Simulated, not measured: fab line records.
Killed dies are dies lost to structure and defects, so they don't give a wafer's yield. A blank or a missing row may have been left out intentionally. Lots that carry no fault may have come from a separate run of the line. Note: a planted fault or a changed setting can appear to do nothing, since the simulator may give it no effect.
Split-lot experiment	flow n5_finfet	on a route of 1938 steps: 7 lots, 39 wafers read

== ON THE SPLIT ==
At N5_SD_EPI_N_ETCH_16 (etches SiO2 in CHF3/O2, target depth 5 nm), the setting target_depth_a was moved away from the recipe's 50 angstrom on 15 of the 39 wafers read, by -50.8% to +58.0%. This setting was run at the recipe's value on the other wafers.

The reading is taken at the split's own step.

== THE READING ==
SiARC_of_SD_EPI_N_COAT_33.thk_nm (the simulator's own value, which no gauge read), in nm, at N5_SD_EPI_N_ETCH_16 (etches SiO2 in CHF3/O2, target depth 5 nm). No usual value for it is given in the file. The 24 wafers here that ran the recipe average 12.1 nm, standard deviation 0.3 nm.

wafer	tool, chamber at the split	target_depth_a as run, angstrom	against the recipe	SiARC_of_SD_EPI_N_COAT_33.thk_nm, nm	against lot-mates on the recipe
L075.1	rie_diel-01, 2	70.58	+41.2%	10.8	-1.5
L075.2	rie_diel-01, 1	70.58	+41.2%	11	-1.3
L075.3	rie_diel-01, 3	50	recipe	12	-
L075.4	rie_diel-01, 0	50	recipe	12.6	-
L075.5	rie_diel-01, 2	70.58	+41.2%	10.8	-1.5
L075.6	rie_diel-01, 1	50	recipe	12.4	-
L081.1	rie_diel-01, 2	50	recipe	12	-
L081.2	rie_diel-01, 0	24.62	-50.8%	14	+1.9
L081.3	rie_diel-01, 3	24.62	-50.8%	13.8	+1.7
L081.4	rie_diel-01, 1	24.62	-50.8%	13.8	+1.7
L081.5	rie_diel-01, 2	50	recipe	12.2	-
L081.6	rie_diel-01, 1	50	recipe	12.2	-
L084.1	rie_diel-01, 0	50	recipe	12.2	-
L084.2	rie_diel-01, 3	50	recipe	11.8	-
L084.3	rie_diel-01, 1	50	recipe	12.2	-
L084.4	rie_diel-01, 1	50	recipe	12.2	-
L084.5	rie_diel-01, 3	50	recipe	11.8	-
L084.6	rie_diel-01, 0	50	recipe	12.4	-
L086.1	rie_diel-02, 3	50	recipe	12.4	-
L086.2	rie_diel-02, 2	79.02	+58.0%	10.6	-2.1
L086.3	rie_diel-02, 0	50	recipe	12.8	-
L086.4	rie_diel-02, 0	50	recipe	12.8	-
L086.5	rie_diel-02, 3	79.02	+58.0%	10.4	-2.3
L086.6	rie_diel-02, 2	79.02	+58.0%	10.4	-2.3
L090.1	rie_diel-01, 3	50	recipe	11.8	-
L090.2	rie_diel-01, 1	50	recipe	12.2	-
L090.3	rie_diel-01, 2	50	recipe	12	-
L090.4	rie_diel-01, 2	71.96	+43.9%	10.4	-1.6
L090.5	rie_diel-01, 3	71.96	+43.9%	10.2	-1.8
L090.6	rie_diel-01, 1	71.96	+43.9%	10.6	-1.4
L092.1	rie_diel-01, 2	50	recipe	12	-
L092.2	rie_diel-01, 0	27.57	-44.9%	13.4	+1.4
L092.3	rie_diel-01, 1	27.57	-44.9%	13.8	+1.8
L092.4	rie_diel-01, 3	50	recipe	12	-
L092.5	rie_diel-01, 0	27.57	-44.9%	13.4	+1.4
L092.6	rie_diel-01, 3	50	recipe	12	-
L096.1	rie_diel-01, 0	50	recipe	11.6	-
L096.3	rie_diel-01, 2	50	recipe	12	-
L096.6	rie_diel-01, 0	50	recipe	11.8	-

THE FIT
A straight line over all 39 wafers: SiARC_of_SD_EPI_N_COAT_33.thk_nm changes by -0.0325 nm for each +1% of target_depth_a; r = -0.96; the points scatter about the line by 0.28 nm.
The same after taking each lot's own level away (the mean of its wafers on the recipe; 39 wafers): -0.0357 nm for each +1%; r = -0.99; scatter 0.17 nm.
The reading moves by 2.1 nm for the largest change in target_depth_a, on that fit.
The span of the lots' own levels, 11.80 to 12.67 nm, comes to 2.9 times the standard deviation stated above.
Consequently the slope shifts little with the lot-to-lot level, the two slopes agreeing.
Check: with one of the wafers moved furthest among these (+58.0%) left out of the fit, the line predicts -2.1 nm for it against its lot-mates. It came out at -2.07 nm against them.

== THE OTHER SPLITS THESE WAFERS WENT THROUGH ==
These wafers also went through other splits before the reading. Each is held against what the fit with the lots' levels taken away leaves over:
other split on the same wafers	wafers away from the commonest value	r with SiARC_of_SD_EPI_N_COAT_33.thk_nm (lot level and that fit taken away)
N5_ZERO_LAYER_PECVD_02 time_s	9	-0.07
N5_FIN_SAQP_SPACER2_ALD_28 target_thk_a	12	+0.03

== THE WHOLE CHAIN: every reading that the file lists as answering this split, in the file's order ==
step	what it does	reading	change (the file's fit)	r (the file's)
N5_SD_EPI_N_ETCH_16	etches SiO2 in CHF3/O2, target depth 5 nm	etch.depth_nm (the simulator's own value, which no gauge read)	+0.0501 nm for each +1% of the setting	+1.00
N5_SD_EPI_N_ETCH_16	etches SiO2 in CHF3/O2, target depth 5 nm	SiARC_of_SD_EPI_N_COAT_33.thk_nm (the simulator's own value, which no gauge read)	-0.0358 nm for each +1% of the setting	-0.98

== FILE'S OWN FIT ==
SiARC_of_SD_EPI_N_COAT_33.thk_nm changes by -0.0358 nm for each +1% of target_depth_a, r = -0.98.
